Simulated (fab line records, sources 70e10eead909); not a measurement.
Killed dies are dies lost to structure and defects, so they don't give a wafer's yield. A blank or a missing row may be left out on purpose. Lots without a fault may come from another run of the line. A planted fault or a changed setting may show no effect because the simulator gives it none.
fab line records | flow nand_harc
record lots=24 wafers=72 last_day=33
route steps=1302 shown P_BONDPAD@377 A_CHANNEL_HOLE_D1@451
lots that met no fault: from a run of the same line without faults
start_h: hours from the record's first day to the start of the lot's first wafer shown | wait_h: hours since the lot's step before | " the same as in the row above | L1.1+2: a row that stands for several wafers | - no value, or no start given | * or withheld: withheld | < > ~ a bound
route shown NAME@n: a module of which the file shows steps, and the number in the route of the first | usual: mean/standard deviation of fault-free wafers | same: alike in all rows | chamber/n: place in a boat | sites: the reading at each site | _std_site: their standard deviation | _edge_site: outer sites' mean less inner sites' | radius_mm: how far each site lies from the wafer's centre | mask NAME#n: copy n | behind: the tool/chamber that last shaped the wafer | hold: why the lot was held/for how many hours/how that ended | device: the transistor (n, p or np) that didn't switch | end of line: the same wafers' tests at the end of the route | a step without rows: its recipe alone | killed: dies lost to structure and defects at the first sort, not the wafer's yield | map: a wafer's dies, x killed, . not, _ none there
set.NAME: the setting as run; set.NAME@STEP: as run at that earlier step | model.NAME: the simulator's own value behind a step, which no gauge read
steps of the route over a sample of lots; a table a step, a row a wafer
services: from which hour (start_h, from the record's first day; less than 0 if before it) a tool's chamber was out of use, for how many hours, and why
## steps
# step NHARC_P_BONDPAD_PVD_27
# recipe target_thk_a=300 chamber_pressure_pa=5 power_w=5000 substrate_temp_c=30 time_s=20.49 material=Cu
# usual substrate_temp_c=30.00/0.11 throttle_valve_pct=30.1/0.68
# columns lot.wafer tool chamber start_h wait_h substrate_temp_c throttle_valve_pct
L075.2 pvd_sputter-01 - - - 29.94 30.6
L075.4 " - " " 29.99 29.7
L075.5 " - " " 30.13 30.1
L074.4 pvd_sputter-03 - - - 30.04 29.1
L074.3 " - " " 29.93 30.9
L074.6 " - " " 30.09 30.9
L076.4 pvd_sputter-03 - - - 30.07 28.9
L076.1 " - " " 30.10 31.0
L076.5 " - " " 30.23 29.7
L077.3 pvd_sputter-02 - - - 29.98 28.5
L077.5 " - " " 29.80 29.1
L077.6 " - " " 29.99 29.0
L078.4 pvd_sputter-02 - - - 30.11 29.2
L078.1 " - " " 30.33 29.7
L078.3 " - " " 30.15 28.5
L079.1 pvd_sputter-01 - - - 29.98 29.3
L079.5 " - " " 30.06 29.9
L079.6 " - " " 30.10 29.7
L080.3 pvd_sputter-02 - - - 30.10 28.5
L080.2 " - " " 30.13 29.0
L080.6 " - " " 30.04 28.6
L081.1 pvd_sputter-01 - - - 30.10 30.2
L081.4 " - " " 30.16 29.7
L081.6 " - " " 29.86 30.6
L082.3 pvd_sputter-03 - - - 30.12 30.4
L082.1 " - " " 30.02 30.3
L082.4 " - " " 29.83 30.8
L083.2 pvd_sputter-03 - - - 30.03 30.8
L083.5 " - " " 29.99 30.7
L083.6 " - " " 29.85 30.4
L084.4 pvd_sputter-03 - - - 30.10 30.6
L084.1 " - " " 30.05 30.9
L084.6 " - " " 30.11 30.5
L085.4 pvd_sputter-02 - - - 29.83 29.6
L085.1 " - " " 29.92 28.5
L085.3 " - " " 30.04 29.2
L086.2 pvd_sputter-01 - - - 29.72 29.7
L086.6 " - " " 29.79 29.6
L086.5 " - " " 30.01 31.2
L087.3 pvd_sputter-01 - - - 29.95 29.7
L087.2 " - " " 30.00 30.8
L087.6 " - " " 30.17 30.1
L089.3 pvd_sputter-01 - - - 29.91 31.1
L089.4 " - " " 30.13 30.9
L089.6 " - " " 30.12 29.7
L088.1 pvd_sputter-03 - - - 30.06 30.9
L088.2 " - " " 30.07 30.2
L088.4 " - " " 29.89 30.7
L090.1 pvd_sputter-03 - - - 30.02 30.5
L090.3 " - " " 29.91 30.8
L090.5 " - " " 30.18 30.6
L091.4 pvd_sputter-02 - - - 30.04 30.3
L091.3 " - " " 30.09 29.6
L091.6 " - " " 30.14 29.7
L092.1 pvd_sputter-02 - - - 29.95 29.5
L092.4 " - " " 29.91 30.5
L092.5 " - " " 30.01 29.9
L093.4 pvd_sputter-02 - - - 29.91 29.5
L093.5 " - " " 30.04 30.2
L093.6 " - " " 29.82 29.4
L094.2 pvd_sputter-03 - - - 30.13 30.5
L094.4 " - " " 29.90 30.8
L094.3 " - " " 29.88 30.4
L095.1 pvd_sputter-03 - - - 29.98 30.2
L095.4 " - " " 30.09 30.8
L095.6 " - " " 30.12 30.8
L096.4 pvd_sputter-03 - - - 29.93 30.9
L096.6 " - " " 30.09 30.3
L096.5 " - " " 29.94 29.7
L097.4 pvd_sputter-03 - - - 30.09 29.7
L097.2 " - " " 29.87 31.0
L097.6 " - " " 30.03 29.5
# step NHARC_A_CHANNEL_HOLE_D1_DEP_01
# recipe target_thk_a=1400 target_thk_nm=140 temp_c=400 pressure_torr=3.5 flow_sccm=200 rf_w=350 material=SiON
# usual heater_power_w=756/79
# columns lot.wafer tool chamber start_h wait_h heater_power_w
L075.2 pecvd-03 1 180.49 1.3 880
L075.4 " 2 " " 755
L075.5 " 1 " " 914
L074.3 pecvd-02 2 180.51 1.0 667
L074.4 " 1 " " 850
L074.6 " 2 " " 683
L076.1 pecvd-01 0 205.38 1.6 719
L076.5 " 1 " " 889
L076.4 " 2 " " 793
L077.3 pecvd-01 1 216.17 1.0 780
L077.6 " 0 " " 750
L077.5 " 2 " " 794
L078.3 pecvd-02 2 216.29 1.1 752
L078.1 " 1 " " 791
L078.4 " 1 " " 789
L079.1 pecvd-02 0 223.23 1.6 667
L079.6 " 1 " " 757
L079.5 " 2 " " 656
L081.1 pecvd-03 0 247.57 1.7 738
L081.6 " 1 " " 890
L081.4 " 2 " " 694
L080.2 pecvd-02 2 249.44 1.3 708
L080.3 " 0 " " 637
L080.6 " 1 " " 724
L082.3 pecvd-01 0 258.87 1.0 631
L082.1 " 1 " " 795
L082.4 " 2 " " 801
L083.2 pecvd-03 2 264.71 1.3 729
L083.6 " 0 " " 802
L083.5 " 1 " " 805
L085.3 pecvd-02 0 283.22 1.0 621
L085.1 " 1 " " 835
L085.4 " 1 " " 845
L084.1 pecvd-01 1 283.27 1.6 895
L084.4 " 1 " " 905
L084.6 " 0 " " 744
L086.2 pecvd-01 1 306.10 1.4 909
L086.6 " 2 " " 715
L086.5 " 1 " " 876
L087.3 pecvd-02 0 316.06 1.0 667
L087.2 " 2 " " 706
L087.6 " 2 " " 719
L088.2 pecvd-03 0 324.70 1.3 681
L088.1 " 1 " " 815
L088.4 " 1 " " 836
L089.3 pecvd-01 0 325.27 1.0 723
L089.6 " 0 " " 740
L089.4 " 1 " " 887
L090.3 pecvd-02 0 338.28 1.0 653
L090.1 " 2 " " 714
L090.5 " 0 " " 666
L091.3 pecvd-03 0 338.39 1.0 766
L091.6 " 2 " " 739
L091.4 " 1 " " 879
L092.1 pecvd-01 1 358.67 1.6 831
L092.4 " 1 " " 845
L092.5 " 2 " " 762
L093.4 pecvd-01 0 377.47 0.7 703
L093.6 " 1 " " 850
L093.5 " 2 " " 728
L094.2 pecvd-01 1 378.47 1.3 857
L094.3 " 0 " " 739
L094.4 " 0 " " 723
L095.1 pecvd-02 2 389.10 1.6 693
L095.4 " 0 " " 640
L095.6 " 1 " " 808
L096.6 pecvd-03 0 402.50 0.1 787
L096.4 " 1 " " 945
L096.5 " 2 " " 691
L097.2 pecvd-01 2 404.39 1.4 760
L097.6 " 1 " " 853
L097.4 " 2 " " 755
# step NHARC_A_CHANNEL_HOLE_D1_ETCH_20
# recipe bias_v=3000 source_w=withheld pressure_mtorr=20 time_s=361.9 ar_flow_sccm=375 c4f8_flow_sccm=89.3 o2_flow_sccm=35.7 temp_c=-20 target_depth_a=16000 chemistry=C4F8/O2/Ar
# usual drypump_motor_current_A=5.8/0.57 showerhead_plenum_p_Torr=3.66/0.14 throttle_valve_pct=32.155/0.0098
# columns lot.wafer tool chamber start_h wait_h drypump_motor_current_A rf_hours_counter_h showerhead_plenum_p_Torr throttle_valve_pct
L075.2 har_etch-01 0 182.69 0.1 5.3 84 3.59 32.138
L075.4 " 1 " " 5.3 - 3.73 32.152
L075.5 " 0 " " 5.4 - 3.59 32.145
L074.3 har_etch-02 1 182.90 0.2 6.9 - 3.42 32.151
L074.4 " 0 " " 5.9 - 3.67 32.166
L074.6 " 1 " " 6.9 - 3.42 32.150
L076.1 har_etch-01 1 207.58 0.1 5.3 99 3.72 32.153
L076.4 " 0 " " 5.4 - 3.59 32.150
L076.5 " 1 " " 5.3 - 3.72 32.136
L077.3 har_etch-01 1 218.50 0.2 5.3 - 3.72 32.151
L077.6 " 0 " " 5.3 - 3.58 32.164
L077.5 " 1 " " 5.3 - 3.72 32.162
L078.1 har_etch-02 1 220.59 0.1 6.8 320 3.41 32.164
L078.4 " 0 " " 5.9 - 3.66 32.148
L078.3 " 1 " " 6.8 - 3.41 32.148
L079.1 har_etch-01 1 226.33 0.1 5.3 111 3.72 32.153
L079.6 " 1 " " 5.4 - 3.72 32.173
L079.5 " 0 " " 5.4 - 3.58 32.147
L081.1 har_etch-01 1 249.77 0.1 5.3 122 3.71 32.149
L081.4 " 1 " " 5.3 - 3.71 32.154
L081.6 " 1 " " 5.3 - 3.71 32.165
L080.2 har_etch-01 0 253.95 0.1 5.4 126 3.57 32.137
L080.3 " 0 " " 5.4 - 3.57 32.169
L080.6 " 0 " " 5.4 - 3.57 32.169
L082.1 har_etch-02 1 263.18 0.1 6.8 347 3.39 32.162
L082.3 " 0 " " 5.9 - 3.64 32.151
L082.4 " 1 " " 6.8 - 3.39 32.166
L083.2 har_etch-01 1 266.90 0.1 5.3 134 3.70 32.175
L083.6 " 1 " " 5.3 - 3.70 32.167
L083.5 " 0 " " 5.4 - 3.57 32.158
L085.1 har_etch-01 1 285.57 0.1 5.3 145 3.70 32.146
L085.3 " 1 " " 5.3 - 3.70 32.147
L085.4 " 0 " " 5.4 - 3.56 32.176
L084.1 har_etch-02 0 286.13 0.2 5.9 362 3.63 32.150
L084.4 " 0 " " 5.9 - 3.63 32.154
L084.6 " 0 " " 5.9 - 3.63 32.152
L086.2 har_etch-02 0 308.24 0.1 5.9 374 3.63 32.149
L086.5 " 0 " " 5.9 - 3.63 32.148
L086.6 " 1 " " 6.8 - 3.93 32.164
L087.2 har_etch-01 1 318.31 0.1 5.3 161 3.69 32.143
L087.3 " 1 " " 5.3 - 3.69 32.159
L087.6 " 0 " " 5.4 - 3.55 32.163
L088.2 har_etch-01 1 326.96 0.1 5.3 168 3.69 32.149
L088.1 " 0 " " 5.3 168 3.55 32.142
L088.4 " 1 " " 5.3 - 3.69 32.156
L089.3 har_etch-02 1 330.10 0.2 6.9 - 3.92 32.152
L089.4 " 0 " " 5.9 - 3.62 32.154
L089.6 " 0 " " 5.9 - 3.62 32.175
L090.1 har_etch-01 0 341.13 0.1 5.4 180 3.54 32.155
L090.3 " 1 " " 5.3 - 3.68 32.147
L090.5 " 1 " " 5.3 - 3.68 32.154
L091.3 har_etch-02 0 345.14 0.2 5.9 - 3.62 32.156
L091.4 " 1 " " 6.8 - 3.92 32.151
L091.6 " 0 " " 5.9 - 3.62 32.179
L092.1 har_etch-02 1 360.78 0.1 6.9 389 3.91 32.167
L092.4 " 1 " " 6.9 - 3.91 32.155
L092.5 " 0 " " 5.9 - 3.61 32.158
L093.4 har_etch-01 1 379.69 0.2 5.3 - 3.67 32.164
L093.5 " 1 " " 5.3 - 3.67 32.148
L093.6 " 0 " " 5.4 - 3.53 32.155
L094.2 har_etch-01 0 383.72 0.1 5.4 203 3.53 32.160
L094.4 " 0 " " 5.4 - 3.53 32.159
L094.3 " 1 " " 5.3 - 3.67 32.165
L095.1 har_etch-02 1 394.11 0.1 6.8 0 3.91 32.156
L095.4 " 1 " " 6.8 - 3.91 32.155
L095.6 " 1 " " 6.8 - 3.91 32.159
L096.4 har_etch-01 0 404.69 0.2 5.3 - 3.52 32.158
L096.6 " 1 " " 5.3 - 3.66 32.157
L096.5 " 0 " " 5.3 - 3.52 32.150
L097.2 har_etch-02 1 406.45 0.1 6.8 8 3.90 32.154
L097.4 " 0 " " 5.9 - 3.93 32.164
L097.6 " 1 " " 6.8 - 3.90 32.140
# step NHARC_A_CHANNEL_HOLE_D1_ETCH_25
# recipe bias_v=5000 source_w=withheld pressure_mtorr=20 time_s=1040.2 ar_flow_sccm=375 c4f8_flow_sccm=93.8 o2_flow_sccm=31.2 temp_c=-20 target_depth_a=15000 chemistry=C4F8/O2/Ar
# usual drypump_motor_current_A=5.8/0.57 showerhead_plenum_p_Torr=3.66/0.14 throttle_valve_pct=32.235/0.0098
# columns lot.wafer tool chamber start_h wait_h drypump_motor_current_A rf_hours_counter_h showerhead_plenum_p_Torr throttle_valve_pct
L075.2 har_etch-01 0 185.57 0.7 5.4 87 3.59 32.223
L075.4 " 1 " " 5.3 - 3.73 32.235
L075.5 " 0 " " 5.3 - 3.59 32.242
L074.3 har_etch-02 1 185.90 0.7 6.8 - 3.41 32.238
L074.4 " 0 " " 5.9 - 3.66 32.235
L074.6 " 1 " " 6.9 - 3.41 32.249
L076.1 har_etch-01 1 210.35 0.6 5.3 102 3.72 32.229
L076.4 " 0 " " 5.4 - 3.58 32.231
L076.5 " 1 " " 5.3 - 3.72 32.219
L077.3 har_etch-01 1 221.57 0.7 5.3 - 3.72 32.236
L077.6 " 0 " " 5.3 - 3.58 32.242
L077.5 " 1 " " 5.3 - 3.71 32.227
L078.1 har_etch-02 1 223.45 0.6 6.8 323 3.40 32.250
L078.4 " 0 " " 5.9 - 3.65 32.217
L078.3 " 1 " " 6.8 - 3.40 32.230
L079.1 har_etch-01 1 229.13 0.6 5.3 114 3.71 32.214
L079.6 " 1 " " 5.3 - 3.71 32.230
L079.5 " 0 " " 5.4 - 3.57 32.218
L081.1 har_etch-01 1 252.66 0.7 5.3 125 3.70 32.241
L081.4 " 1 " " 5.3 - 3.70 32.234
L081.6 " 1 " " 5.3 - 3.70 32.250
L080.2 har_etch-01 0 256.83 0.7 5.3 129 3.57 32.243
L080.3 " 0 " " 5.3 - 3.57 32.243
L080.6 " 0 " " 5.4 - 3.57 32.232
L082.1 har_etch-02 1 266.05 0.7 6.8 350 3.39 32.243
L082.3 " 0 " " 5.9 - 3.64 32.249
L082.4 " 1 " " 6.9 - 3.39 32.232
L083.2 har_etch-01 1 269.69 0.6 5.3 137 3.70 32.240
L083.6 " 1 " " 5.3 - 3.70 32.225
L083.5 " 0 " " 5.3 - 3.56 32.235
L085.1 har_etch-01 1 288.37 0.6 5.4 148 3.69 32.237
L085.3 " 1 " " 5.3 - 3.69 32.225
L085.4 " 0 " " 5.4 - 3.56 32.225
L084.1 har_etch-02 0 291.70 1.3 5.9 368 3.63 32.215
L084.4 " 0 " " 5.9 - 3.63 32.233
L084.6 " 0 " " 5.9 - 3.63 32.226
L086.2 har_etch-02 0 311.02 0.6 5.9 377 3.62 32.228
L086.5 " 0 " " 5.9 - 3.62 32.236
L086.6 " 1 " " 6.8 - 3.92 32.236
L087.2 har_etch-01 1 321.21 0.7 5.3 164 3.68 32.222
L087.3 " 1 " " 5.3 - 3.68 32.233
L087.6 " 0 " " 5.4 - 3.55 32.247
L088.2 har_etch-01 1 329.76 0.6 5.3 171 3.68 32.241
L088.1 " 0 " " 5.4 171 3.54 32.238
L088.4 " 1 " " 5.3 - 3.68 32.228
L089.3 har_etch-02 1 335.62 0.7 6.9 - 3.92 32.223
L089.4 " 0 " " 5.9 - 3.62 32.236
L089.6 " 0 " " 5.9 - 3.62 32.232
L090.1 har_etch-01 0 344.02 0.7 5.4 183 3.54 32.233
L090.3 " 1 " " 5.3 - 3.67 32.236
L090.5 " 1 " " 5.3 - 3.67 32.223
L091.3 har_etch-02 0 348.09 0.7 5.9 - 3.61 32.258
L091.4 " 1 " " 6.9 - 3.91 32.242
L091.6 " 0 " " 5.9 - 3.61 32.232
L092.1 har_etch-02 1 363.66 0.7 6.8 392 3.91 32.233
L092.4 " 1 " " 6.9 - 3.91 32.236
L092.5 " 0 " " 5.9 - 3.61 32.235
L093.4 har_etch-01 1 382.65 0.7 5.4 - 3.66 32.235
L093.5 " 1 " " 5.3 - 3.66 32.252
L093.6 " 0 " " 5.4 - 3.53 32.221
L094.2 har_etch-01 0 386.51 0.6 5.4 205 3.53 32.244
L094.4 " 0 " " 5.4 - 3.53 32.230
L094.3 " 1 " " 5.3 - 3.66 32.243
L095.1 har_etch-02 1 396.90 0.6 6.8 3 3.90 32.225
L095.4 " 1 " " 6.8 - 3.90 32.211
L095.6 " 1 " " 6.8 - 3.90 32.249
L096.4 har_etch-01 0 407.76 0.7 5.4 - 3.52 32.240
L096.6 " 1 " " 5.3 - 3.65 32.232
L096.5 " 0 " " 5.4 - 3.52 32.236
L097.2 har_etch-02 1 409.33 0.7 6.8 11 3.90 32.242
L097.4 " 0 " " 5.9 - 3.92 32.231
L097.6 " 1 " " 6.8 - 3.90 32.242
# step NHARC_A_CHANNEL_HOLE_D1_ETCH_26
# recipe bias_v=300 source_w=2000 pressure_mtorr=30 time_s=224.1 ar_flow_sccm=375 c4f8_flow_sccm=11.4 o2_flow_sccm=113.6 temp_c=-20 target_depth_a=3000 chemistry=C4F8/O2/Ar
# usual drypump_motor_current_A=5.8/0.57 showerhead_plenum_p_Torr=3.71/0.15 throttle_valve_pct=24.585/0.0088
# columns lot.wafer tool chamber start_h wait_h drypump_motor_current_A rf_hours_counter_h showerhead_plenum_p_Torr throttle_valve_pct
L075.2 har_etch-01 0 186.34 0.6 5.4 88 3.63 24.579
L075.4 " 1 " " 5.3 - 3.78 24.598
L075.5 " 0 " " 5.4 - 3.63 24.566
L074.3 har_etch-02 1 186.55 0.5 6.8 - 3.45 24.579
L074.4 " 0 " " 6.0 - 3.71 24.582
L074.6 " 1 " " 6.8 - 3.45 24.578
L076.1 har_etch-01 1 211.22 0.7 5.3 103 3.77 24.577
L076.4 " 0 " " 5.3 - 3.62 24.598
L076.5 " 1 " " 5.3 - 3.77 24.593
L077.3 har_etch-01 1 222.10 0.4 5.3 - 3.77 24.597
L077.6 " 0 " " 5.4 - 3.62 24.581
L077.5 " 1 " " 5.3 - 3.77 24.588
L078.1 har_etch-02 1 224.22 0.6 6.8 324 3.44 24.581
L078.4 " 0 " " 5.9 - 3.70 24.582
L078.3 " 1 " " 6.9 - 3.44 24.589
L079.1 har_etch-01 1 230.01 0.7 5.3 114 3.76 24.590
L079.6 " 1 " " 5.3 - 3.76 24.572
L079.5 " 0 " " 5.4 - 3.62 24.567
L081.1 har_etch-01 1 253.43 0.6 5.3 126 3.76 24.598
L081.4 " 1 " " 5.3 - 3.76 24.595
L081.6 " 1 " " 5.3 - 3.76 24.582
L080.2 har_etch-01 0 257.59 0.6 5.4 130 3.61 24.581
L080.3 " 0 " " 5.4 - 3.61 24.569
L080.6 " 0 " " 5.4 - 3.61 24.568
L082.1 har_etch-02 1 266.83 0.6 6.8 350 3.42 24.573
L082.3 " 0 " " 5.9 - 3.68 24.584
L082.4 " 1 " " 6.8 - 3.42 24.576
L083.2 har_etch-01 1 270.58 0.7 5.3 137 3.75 24.582
L083.6 " 1 " " 5.3 - 3.75 24.587
L083.5 " 0 " " 5.4 - 3.60 24.591
L085.1 har_etch-01 1 289.26 0.7 5.3 149 3.74 24.582
L085.3 " 1 " " 5.3 - 3.74 24.592
L085.4 " 0 " " 5.4 - 3.60 24.587
L084.1 har_etch-02 0 293.45 1.5 5.9 369 3.67 24.577
L084.4 " 0 " " 5.9 - 3.67 24.594
L084.6 " 0 " " 5.9 - 3.67 24.581
L086.2 har_etch-02 0 311.90 0.7 5.9 377 3.67 24.585
L086.5 " 0 " " 5.9 - 3.67 24.570
L086.6 " 1 " " 6.9 - 3.99 24.593
L087.2 har_etch-01 1 321.97 0.6 5.4 164 3.73 24.586
L087.3 " 1 " " 5.4 - 3.73 24.581
L087.6 " 0 " " 5.4 - 3.59 24.602
L088.2 har_etch-01 1 330.65 0.7 5.3 172 3.73 24.580
L088.1 " 0 " " 5.4 172 3.59 24.575
L088.4 " 1 " " 5.4 - 3.73 24.603
L089.3 har_etch-02 1 336.28 0.5 6.9 - 3.98 24.585
L089.4 " 0 " " 5.9 - 3.66 24.580
L089.6 " 0 " " 5.9 - 3.66 24.583
L090.1 har_etch-01 0 344.79 0.6 5.4 183 3.58 24.585
L090.3 " 1 " " 5.3 - 3.72 24.584
L090.5 " 1 " " 5.3 - 3.72 24.587
L091.3 har_etch-02 0 348.74 0.5 5.9 - 3.66 24.594
L091.4 " 1 " " 6.8 - 3.97 24.597
L091.6 " 0 " " 5.9 - 3.66 24.593
L092.1 har_etch-02 1 364.44 0.6 6.8 392 3.97 24.588
L092.4 " 1 " " 6.8 - 3.97 24.586
L092.5 " 0 " " 5.9 - 3.65 24.590
L093.4 har_etch-01 1 383.30 0.5 5.3 - 3.71 24.587
L093.5 " 1 " " 5.3 - 3.71 24.585
L093.6 " 0 " " 5.3 - 3.57 24.583
L094.2 har_etch-01 0 387.39 0.7 5.4 206 3.57 24.595
L094.4 " 0 " " 5.4 - 3.57 24.591
L094.3 " 1 " " 5.3 - 3.71 24.585
L095.1 har_etch-02 1 397.79 0.7 6.8 4 3.96 24.593
L095.4 " 1 " " 6.9 - 3.96 24.576
L095.6 " 1 " " 6.9 - 3.96 24.589
L096.4 har_etch-01 0 408.29 0.4 5.4 - 3.56 24.583
L096.6 " 1 " " 5.3 - 3.70 24.589
L096.5 " 0 " " 5.3 - 3.56 24.587
L097.2 har_etch-02 1 410.09 0.6 6.8 11 3.96 24.584
L097.4 " 0 " " 5.9 - 3.99 24.580
L097.6 " 1 " " 6.8 - 3.96 24.594
# step NHARC_A_CHANNEL_HOLE_D1_STRIP_27
# recipe o2_flow_sccm=500 ar_flow_sccm=0 bias_w=0 chemistry=O2
# usual drypump_motor_current_A=5.7/0.4 oes_product_au=1.004/0.0096 rf_vpp_V=57.7/1 showerhead_plenum_p_Torr=3.50/0.17 throttle_valve_pct=17.036/0.01
# columns lot.wafer tool chamber start_h wait_h drypump_motor_current_A oes_product_au rf_hours_counter_h rf_vpp_V showerhead_plenum_p_Torr throttle_valve_pct
L075.2 rie_diel-06 1 - - 5.6 1.011 5 58.9 3.29 17.064
L075.4 " 2 " " 5.8 1.005 5 58.1 3.73 17.031
L075.5 " 0 " " 6.4 0.987 - 57.6 3.30 17.026
L074.4 rie_diel-06 0 - - 6.4 0.988 4 57.4 3.30 17.050
L074.3 " 2 " " 5.8 1.002 5 58.9 3.73 17.034
L074.6 " 3 " " 5.2 1.004 - 59.1 3.55 17.038
L076.1 rie_diel-06 2 - - 5.8 1.008 7 58.5 3.73 17.024
L076.4 " 3 " " 5.2 1.017 6 58.4 3.55 17.047
L076.5 " 2 " " 5.8 1.015 - 60.2 3.73 17.036
L077.3 rie_diel-13 1 - - 5.9 0.991 19 56.7 3.47 17.043
L077.6 " 1 " " 5.9 0.998 - 56.8 3.47 17.034
L077.5 " 2 " " 5.1 1.000 - 59.3 3.65 17.034
L078.3 rie_diel-13 3 - - 5.5 1.007 23 57.9 3.58 17.034
L078.1 " 0 " " 5.3 1.007 21 59.2 3.58 17.037
L078.4 " 1 " " 5.9 1.003 20 56.1 3.47 17.034
L079.1 rie_diel-13 2 - - 5.1 1.007 23 58.6 3.65 17.046
L079.5 " 3 " " 5.6 0.997 - 57.1 3.58 17.041
L079.6 " 0 " " 5.4 0.988 - 58.5 3.58 17.037
L081.4 rie_diel-06 3 - - 5.3 1.011 9 59.2 3.55 17.051
L081.1 " 0 " " 6.4 0.981 9 56.6 3.30 17.038
L081.6 " 2 " " 5.8 1.023 - 59.4 3.73 17.030
L080.2 rie_diel-06 0 - - 6.4 0.987 9 57.3 3.30 17.025
L080.3 " 2 " " 5.8 1.010 10 58.7 3.73 17.043
L080.6 " 3 " " 5.3 1.019 - 58.5 3.55 17.042
L082.4 rie_diel-06 0 - - 6.4 0.981 11 56.9 3.30 17.019
L082.3 " 1 " " 5.6 1.014 12 57.4 3.29 17.046
L082.1 " 3 " " 5.3 1.015 10 56.1 3.55 17.034
L083.2 rie_diel-06 2 - - 5.8 0.999 12 57.1 3.73 17.050
L083.6 " 1 " " 5.5 1.005 - 56.9 3.29 17.044
L083.5 " 2 " " 5.8 1.010 - 57.6 3.73 17.045
L085.1 rie_diel-06 0 - - 6.4 0.992 13 56.6 3.30 17.031
L085.3 " 1 " " 5.6 0.999 14 56.4 3.29 17.036
L085.4 " 2 " " 5.8 1.009 14 57.7 3.73 17.027
L084.1 rie_diel-06 3 - - 5.3 1.011 13 57.9 3.55 17.026
L084.4 " 0 " " 6.4 0.971 13 56.0 3.30 17.027
L084.6 " 2 " " 5.8 0.996 - 59.0 3.73 17.024
L086.2 rie_diel-13 1 - - 5.9 1.003 44 56.8 3.46 17.036
L086.5 " 2 " " 5.1 1.003 - 57.0 3.64 17.022
L086.6 " 3 " " 5.6 1.004 - 57.5 3.56 17.045
L087.2 rie_diel-06 0 - - 6.4 0.997 1 56.9 3.30 17.036
L087.3 " 1 " " 5.6 1.016 1 57.9 3.29 17.031
L087.6 " 2 " " 5.8 1.001 - 59.0 3.73 17.035
L088.1 rie_diel-06 3 - - 5.3 1.002 2 57.2 3.54 17.043
L088.2 " 1 " " 5.6 1.000 2 56.4 3.29 17.055
L088.4 " 2 " " 5.8 1.003 2 58.0 3.73 17.028
L089.3 rie_diel-06 1 - - 5.6 1.018 3 56.2 3.29 17.042
L089.4 " 3 " " 5.3 1.009 2 57.8 3.54 17.045
L089.6 " 1 " " 5.6 1.009 - 57.3 3.29 17.055
L090.1 rie_diel-06 2 - - 5.8 1.006 3 58.8 3.73 17.026
L090.3 " 1 " " 5.6 1.010 4 58.5 3.29 17.030
L090.5 " 3 " " 5.3 1.020 - 55.9 3.54 17.049
L091.3 rie_diel-06 3 - - 5.2 1.000 3 59.0 3.54 17.012
L091.4 " 0 " " 6.3 0.997 4 57.1 3.29 17.050
L091.6 " 3 " " 5.3 1.003 - 57.7 3.54 17.052
L092.4 rie_diel-03 3 - - 5.9 0.986 26 57.3 3.35 17.033
L092.1 " 0 " " 5.9 1.010 29 57.0 3.41 17.025
L092.5 " 2 " " 5.9 0.993 - 58.7 3.61 17.026
L093.4 rie_diel-06 0 - - 6.3 0.997 6 58.3 3.29 17.041
L093.6 " 0 " " 6.4 0.997 - 56.1 3.29 17.029
L093.5 " 1 " " 5.6 1.004 - 57.0 3.28 17.032
L094.2 rie_diel-06 2 - - 5.8 1.003 7 57.8 3.72 17.057
L094.4 " 3 " " 5.3 1.008 6 56.6 3.54 17.032
L094.3 " 1 " " 5.6 0.993 7 56.9 3.29 17.040
L095.1 rie_diel-06 0 - - 6.4 1.006 8 57.4 3.29 17.036
L095.6 " 3 " " 5.3 1.016 - 56.7 3.54 17.042
L095.4 " 2 " " 5.8 0.997 - 59.7 3.72 17.020
L096.4 rie_diel-06 0 - - 6.4 1.004 9 57.8 3.29 17.032
L096.6 " 1 " " 5.6 1.004 - 57.3 3.28 17.035
L096.5 " 2 " " 5.8 0.997 - 58.8 3.72 17.031
L097.4 rie_diel-13 2 - - 5.1 1.003 13 57.4 3.62 17.035
L097.2 " 3 " " 5.5 0.999 9 58.4 3.55 17.029
L097.6 " 3 " " 5.5 1.001 - 56.2 3.55 17.029
## services
# columns tool chamber start_h hours kind
pecvd-01 - 130.12 13.0 pm
rie_diel-06 - 130.20 9.0 pm
pecvd-03 2 132.27 12.4 repair
rie_diel-06 0 154.93 4.5 repair
rie_diel-13 - 166.85 9.0 pm
pvd_sputter-03 - 170.00 10.0 pm
pecvd-03 - 185.09 13.0 pm
rie_diel-06 3 199.18 2.7 repair
pvd_sputter-01 - 226.47 10.0 pm
pecvd-02 - 227.09 13.0 pm
pvd_sputter-02 - 282.00 10.0 pm
rie_diel-06 - 307.20 9.0 pm
pecvd-01 - 311.35 13.0 pm
pvd_sputter-02 - 318.99 0.9 repair
pvd_sputter-03 - 348.00 10.0 pm
pecvd-03 - 366.09 13.0 pm
rie_diel-06 1 367.21 3.6 repair
pecvd-02 - 375.66 1.8 repair
har_etch-02 - 377.00 17.0 pm
pvd_sputter-01 - 384.28 2.1 repair
rie_diel-06 1 391.73 7.9 repair
pecvd-02 0 403.53 16.5 repair
pvd_sputter-01 - 404.47 10.0 pm
pecvd-02 - 408.09 13.0 pm
## key
fault none
